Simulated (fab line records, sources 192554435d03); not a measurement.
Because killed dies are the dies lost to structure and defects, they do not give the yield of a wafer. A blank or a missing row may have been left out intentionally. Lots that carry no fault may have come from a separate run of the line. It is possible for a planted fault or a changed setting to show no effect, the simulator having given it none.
Which tool did it? -- flow n5Finfet -- 10 lots, 30 wafers sampled, at 5 steps of a route of 1938

WHAT THE GAUGES SHOWED, per wafer
N5_BEOL_M14_CD_MEAS_17: target cd 250 nm.
lot,measured,on,cdNm (nm)
L198,day 11 12:17,cdSem-02,250.4 250.3 251.5
L202,day 12 00:50,cdSem-01,248.1 249.4 249.9
L203,day 12 06:26,cdSem-01,250.7 250.4 249.2
L206,day 13 05:08,cdSem-02,253.3 253.8 251.2
L204,day 13 12:49,cdSem-02,253.6 252.2 253.3
L211,day 14 00:20,cdSem-02,250.0 248.5 250.1
L215,day 15 03:50,cdSem-03,251.5 251.9 253.3
L213,day 15 09:50,cdSem-03,251.4 250.2 251.3
L219,day 16 09:16,cdSem-01,250.0 248.4 248.2
L220,day 16 11:53,cdSem-01,253.7 251.8 251.7

N5_BEOL_M14_CD_MEAS_28: target cd 284.4 nm.
lot,measured,on,cdNm (nm)
L198,day 11 12:37,cdSem-02,283.2 283.0 285.4
L202,day 12 01:17,cdSem-03,285.0 284.4 286.1
L203,day 12 06:53,cdSem-03,283.6 282.7 283.6
L206,day 13 05:28,cdSem-03,282.6 284.4 283.6
L204,day 13 13:16,cdSem-02,284.2 284.1 283.0
L211,day 14 00:40,cdSem-03,292.6 292.2 293.3
L215,day 15 04:18,cdSem-03,289.2 289.9 289.7
L213,day 15 10:17,cdSem-03,284.0 285.4 286.2
L219,day 16 09:43,cdSem-03,284.1 283.7 283.5
L220,day 16 12:12,cdSem-02,284.8 285.1 285.1

N5_BEOL_M14_OCD_MEAS_35.
lot,measured,on,trenchDepthNm (nm)
L198,day 11 13:19,ocd-02,547 562 558
L202,day 12 01:59,ocd-01,559 561 559
L203,day 12 07:45,ocd-02,565 552 560
L206,day 13 06:10,ocd-02,565 560 562
L204,day 13 13:58,ocd-02,564 555 557
L211,day 14 01:22,ocd-01,566 566 565
L215,day 15 04:59,ocd-02,553 550 556
L213,day 15 10:59,ocd-01,550 547 548
L219,day 16 10:25,ocd-01,558 563 544
L220,day 16 12:54,ocd-01,555 541 553

TOOL THAT RAN EACH LOT (tool first, then ch and the chambers of the sampled wafers, then the start)
lot,N5_BEOL_M14_STRIP_64,N5_BEOL_M14_EXPOSE_25
L198,"rieDiel-02 ch 0,2,3, day 11 12:17 or earlier","krfScanner-02 ch 0, day 11 12:28"
L202,"rieDiel-02 ch 0,2,3, day 12 00:50 or earlier","krfScanner-01 ch 0, day 12 01:07"
L203,"rieDiel-04 ch 0,3, day 12 06:26 or earlier","krfScanner-02 ch 0, day 12 06:43"
L206,"rieDiel-02 ch 0,1,3, day 13 05:08 or earlier","krfScanner-01 ch 0, day 13 05:17"
L204,"rieDiel-03 ch 1,2, day 13 12:49 or earlier","krfScanner-02 ch 0, day 13 13:05"
L211,"rieDiel-02 ch 0,1,2, day 14 00:20 or earlier","krfScanner-02 ch 0, day 14 00:29"
L215,"rieDiel-04 ch 0,2,3, day 15 03:50 or earlier","krfScanner-02 ch 0, day 15 04:07"
L213,"rieDiel-03 ch 0,2,3, day 15 09:50 or earlier","krfScanner-01 ch 0, day 15 10:07"
L219,"rieDiel-02 ch 1,2, day 16 09:16 or earlier","krfScanner-01 ch 0, day 16 09:32"
L220,"rieDiel-02 ch 0,1,2, day 16 11:53 or earlier","krfScanner-01 ch 0, day 16 12:02"
- N5_BEOL_M14_STRIP_64: strips in O2.
- N5_BEOL_M14_EXPOSE_25: exposes mask M14, target cd 280 nm.

AS READ BY THE TOOLS THEMSELVES (means over the sampled wafers that have a number; for cases with no such wafer, the mark the record gives instead)
N5_BEOL_M14_STRIP_64.
lot,tool,chamberPressureMTorr (mTorr),drypumpMotorCurrentA (A),oesProductAu (a.u.),rfVppV (V),showerheadPlenumPTorr (Torr),tempC (C),throttleValvePct (%)
L198,rieDiel-02,30.028,5.5,0.84,3.4,2.11,59.97,16.52
L202,rieDiel-02,30.022,5.5,0.82,3.9,2.11,60.01,16.53
L203,rieDiel-04,29.978,5.7,0.87,3.7,2.10,60.02,16.52
L206,rieDiel-02,30.036,5.3,0.79,3.5,2.13,59.88,16.60
L204,rieDiel-03,29.993,5.5,0.85,4.0,2.08,60.09,16.39
L211,rieDiel-02,29.999,5.5,0.82,3.6,2.12,59.89,16.49
L215,rieDiel-04,30.015,5.6,0.79,3.5,2.11,59.90,16.66
L213,rieDiel-03,30.020,5.4,0.77,3.9,2.10,59.97,16.66
L219,rieDiel-02,29.995,5.3,0.80,3.5,2.05,60.04,16.49
L220,rieDiel-02,29.965,5.5,0.79,4.1,2.11,59.95,16.52

N5_BEOL_M14_EXPOSE_25.
lot,tool,exposureDoseMJCm2,stageVelMmS (mm/s)
L198,krfScanner-02,26.602,499.87
L202,krfScanner-01,26.609,499.96
L203,krfScanner-02,26.573,499.75
L206,krfScanner-01,26.595,499.87
L204,krfScanner-02,26.622,500.01
L211,krfScanner-02,27.590,499.80
L215,krfScanner-02,27.377,500.02
L213,krfScanner-01,26.561,500.49
L219,krfScanner-01,26.575,499.67
L220,krfScanner-01,26.569,499.81

THE ANSWER, worked out from the rows above alone
Rule: usual is defined by the lots themselves. The widest of any qualifying gaps counts: lots, ordered by their means at a reading, are off when they make up no more than a third of the lots, leave a main group of 4 or more, and stand apart from it by 3 or more times the standard deviation of that group's means. The tables above print the reading to a certain number of digits; a main group whose means all agree to those digits is not used. Also off: a lot with no number at a reading for which 4 or more lots have one. Where the step has rows for the other lots, those lots are counted as sound. Order of review: gauges by route order, followed by the tools' own readings, for which a lot's mean as printed above is used. At the first step where some lot is off, the reading lying furthest off is the one used; lots without a number count as furthest.
Off, at N5_BEOL_M14_CD_MEAS_28 on cdNm: L211, L215. The main group: mean 284.2 nm, standard deviation 0.73.
If a tool, at a process step before that reading, ran all the lots that are off and no sound lot after the first of them, it fits. The gauges at N5_BEOL_M14_CD_MEAS_28 aren't tried: what is off there is off at N5_BEOL_M14_EXPOSE_25 too, on other tools, and a gauge's error can't cause that. N5_BEOL_M14_STRIP_64: start missing for some lots; hours and lot order therefore follow N5_BEOL_M14_CD_MEAS_17. One candidate fits, namely krfScanner-02 at N5_BEOL_M14_EXPOSE_25. Its last sound lot is L204 (day 13 13:05), its first lot that is off L211 (day 14 00:29): a fault that began between those two fits.
The tool's own readings at N5_BEOL_M14_EXPOSE_25 bear it out: on the lots that are off they differ by more than 5 times the standard deviation of the sound lots' means. exposureDoseMJCm2 reads 27.483 there against 26.588 on the sound lots.

WHAT HAD BEEN PUT IN BY THE SIMULATOR
Process parameter drift: krfScanner-02, from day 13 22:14 on, at N5_BEOL_M14_EXPOSE_25. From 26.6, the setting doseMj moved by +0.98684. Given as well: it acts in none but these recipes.
Struck lots among those shown: L211, L215. The same result came from the rule above.
